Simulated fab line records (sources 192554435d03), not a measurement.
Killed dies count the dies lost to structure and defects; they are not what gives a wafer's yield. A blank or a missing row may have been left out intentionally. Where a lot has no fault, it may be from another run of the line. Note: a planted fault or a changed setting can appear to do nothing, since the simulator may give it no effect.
Comparing a struck lot with a sound one / flow n5-finfet / 40 steps out of a route of 1938
Sound: the wafers L391.2, L391.3, L391.4. Struck: wafers L385.2, L385.3, L385.5. Last of all comes the cause.
At each step with rows: each side's tool, then ch and its chambers, then its first start. Under that, the readings that differ: sound wafers / struck wafers / difference of the means / sigmas: that difference in standard deviations of wafers without a fault.
alike: a reading whose means differ by less than 2 such deviations, as well as words and numbers matching on both sides. not compared: withheld readings; readings where some wafer has no value; bounds like >300 that might hide an equal value; numbers whose values overlap and for which the record gives no deviation.
Wherever a step has rows on one side only, a row that says differs or no value, or a row with sigmas, the two part there. When numbers do not overlap yet have no deviation, they are printed without sigmas and do not part them. Lack of a reading on every wafer of one side parts them only where that side has two or more wafers.

first, 12 steps without rows for these wafers: N5_MOL_CONTACT_COAG_PRECLEAN_111 (cleans in NF3:NH3, afs cycles 1, time 20 s, sublimation time 60 s); N5_MOL_CONTACT_COAG_TI_SIL_19 (material Ti, target thk 4.2 nm, time 15 s); N5_MOL_CONTACT_COAG_ALD_20 (deposits TiN, target thk 1.5 nm, pulse time 1 s, purge time 3 s); N5_MOL_CONTACT_COAG_SIL_ANNEAL_21 (time 60 s); N5_MOL_CONTACT_COAG_PRE_CLEAN_141 (time 60 s); N5_MOL_CONTACT_COAG_SPUTTER_143 (material Co, target thk 2.5 nm); N5_MOL_CONTACT_COAG_CO_FILL_22 (material Co, precursor CCTBA/H2, target thk 20 nm); N5_MOL_CONTACT_COAG_ANNEAL_113 (time 300 s); N5_MOL_CONTACT_COAG_PRE_CLEAN_142 (time 60 s); N5_MOL_CONTACT_COAG_SPUTTER_130 (material Co, target thk 47.5 nm); N5_MOL_CONTACT_COAG_PRECLEAN_125 (cleans in DIW, time 57.5 s); N5_MOL_CONTACT_COAG_SRD_126 (dry time 32 s).
N5_MOL_CONTACT_COAG_CMP_23: polishes, stops on SiO2, t overpolish 1.5 s, target thk 0 nm.
  sound on cmp-03 ch 1,2,3, day 9 22:00; struck on cmp-03 ch 0,2, day 8 10:49
  no value came back on the struck wafers for any of 5 readings (edge-zone-pressure-frac, head-pressure-psi (psi) and others); on the sound wafers edge-zone-pressure-frac reads 1.003 0.997 0.998
reading=model.Co_of_MOL_CONTACT_COAG_SPUTTER_130.thk-nm (nm); sound=0 0 0; struck=48 48 48; difference=+48; sigmas=
reading=model.SiNx_of_GATE_CUT_SAC_CAP_01.thk-nm (nm); sound=18.2 18.4 18.4; struck=20.4 20.4 20.4; difference=+2.1; sigmas=
then, 3 steps without rows for these wafers: N5_MOL_CONTACT_COAG_WET_ETCH_26 (target Co, target depth 13 nm); N5_MOL_CONTACT_COAG_WET_ETCH_116 (etches the open film in SC1-inhibited, target depth 4.6 nm, rinse time 30 s); N5_MOL_CONTACT_COAG_ALD_27 (deposits SiOC, target thk 17 nm, pulse time 1.5 s, time 2720 s).
N5_MOL_CONTACT_COAG_CMP_28: polishes, stops on SiNx, t overpolish 0.85 s, target thk 14.522 nm.
  sound on cmp-02 ch 0,2,3, day 10 00:23; struck on cmp-04 ch 0,1,3, day 8 14:43
reading=model.SiNx_of_GATE_CUT_SAC_CAP_01.thk-nm (nm); sound=18 18 18; struck=20 20.2 20; difference=+2; sigmas=
  alike: edge-zone-pressure-frac, head-pressure-psi, motor-current-A
N5_MOL_CONTACT_COAG_THK_MEAS_29:
  sound on film-metro-01, day 10 00:41; struck on film-metro-02, day 8 14:56
reading=MD_CAP_THK (nm); sound=17.94 17.98 17.91; struck=20.04 20.05 19.97; difference=+2.08; sigmas=+26
then, 19 steps without rows for these wafers: N5_MOL_CONTACT_COAG_ALD_123 (deposits SiNx, target thk 5 nm, pulse time 1 s, purge time 2 s); N5_MOL_CONTACT_COAG_PECVD_31 (deposits SiO2 from TEOS/O2, target thk 46 nm, time 8.9 s); N5_MOL_CONTACT_COAG_COAT_75 (time 60 s, resist thk 60 nm); N5_MOL_CONTACT_COAG_COAT_76 (time 60 s, resist thk 10 nm); N5_MOL_CONTACT_COAG_COAT_77 (time 60 s, resist thk 10 nm); N5_MOL_CONTACT_COAG_COAT_78 (resist thk 40 nm); N5_MOL_CONTACT_COAG_EBR_80; N5_MOL_CONTACT_COAG_SOFTBAKE_79 (time 60 s); N5_MOL_CONTACT_COAG_EXPOSE_81 (exposes mask VG, defocus 0 nm); N5_MOL_CONTACT_COAG_PEB_82 (peb time 60 s); N5_MOL_CONTACT_COAG_DEVELOP_83 (develop time 30 s); N5_MOL_CONTACT_COAG_DESCUM_88 (chemistry O2, time 7 s); N5_MOL_CONTACT_COAG_ETCH_89 (etches underlayer in N2/H2, target depth 13 nm, time 10.4 s); N5_MOL_CONTACT_COAG_ETCH_90 (etches SiARC in CF4, target depth 13 nm, time 21.7 s); N5_MOL_CONTACT_COAG_ALD_131 (deposits SiO2, target thk 5 nm, pulse time 1 s, co reactant pulse time 1 s); N5_MOL_CONTACT_COAG_ETCHBACK_132 (etches SiO2 in CHF3, target depth 10 nm, time 6.7 s); N5_MOL_CONTACT_COAG_ETCH_91 (etches SOC in N2/H2, target depth 60 nm, overetch 21 nm, time 101.2 s); N5_MOL_CONTACT_COAG_STRIP_92 (strips in N2/H2); N5_MOL_CONTACT_COAG_STRIP_93 (strips in N2/H2).
N5_MOL_CONTACT_COAG_ETCH_47: etches SiNx in CH3F/O2, stops on W, target depth 27 nm.
  sound on rie-diel-04 ch 0,2,3, day 10 02:16; struck on rie-diel-05 ch 0,2, day 8 22:09
reading=etch-rf-on-time-s (s); sound=31.6 32.3 31.2; struck=35.3 35.4 35.4; difference=+3.7; sigmas=+10
reading=model.etch.t-clear-s (s); sound=26.31 26.87 26; struck=29.45 29.53 29.51; difference=+3.10; sigmas=
reading=model.MOL_CONTACT_COAG.feature-depth-nm (nm); sound=18.6 18.6 18.6; struck=20.6 20.8 20.6; difference=+2.1; sigmas=
reading=model.etch.depth-nm (nm); sound=17.95 18 17.99; struck=19.99 20.12 19.98; difference=+2.05; sigmas=
  alike: bias-w, drypump-motor-current-A, oes-product-au, rf-vpp-V, showerhead-plenum-p-Torr, throttle-valve-pct
  not compared: rf-hours-counter-h
N5_BEOL_M4_RC_MEAS_101:
  the record has rows for the sound wafers here (prober-02 ch 0, day 12 14:52) and none for the struck ones
-- record jumps: 7 days separate the struck wafers' starts on either side; left off in module BEOL_M4, taken up again in module PASSIVATION, whose first shown step is the route's number 1936 --
N5_PASSIVATION_PROBE_49:
  record: rows for the struck wafers here (prober-02, day 15 22:50), none for the sound ones

WHERE THEY PART
Earliest at N5_MOL_CONTACT_COAG_CMP_23; latest, in this record, at N5_PASSIVATION_PROBE_49.

WHY: whatever the simulator had introduced
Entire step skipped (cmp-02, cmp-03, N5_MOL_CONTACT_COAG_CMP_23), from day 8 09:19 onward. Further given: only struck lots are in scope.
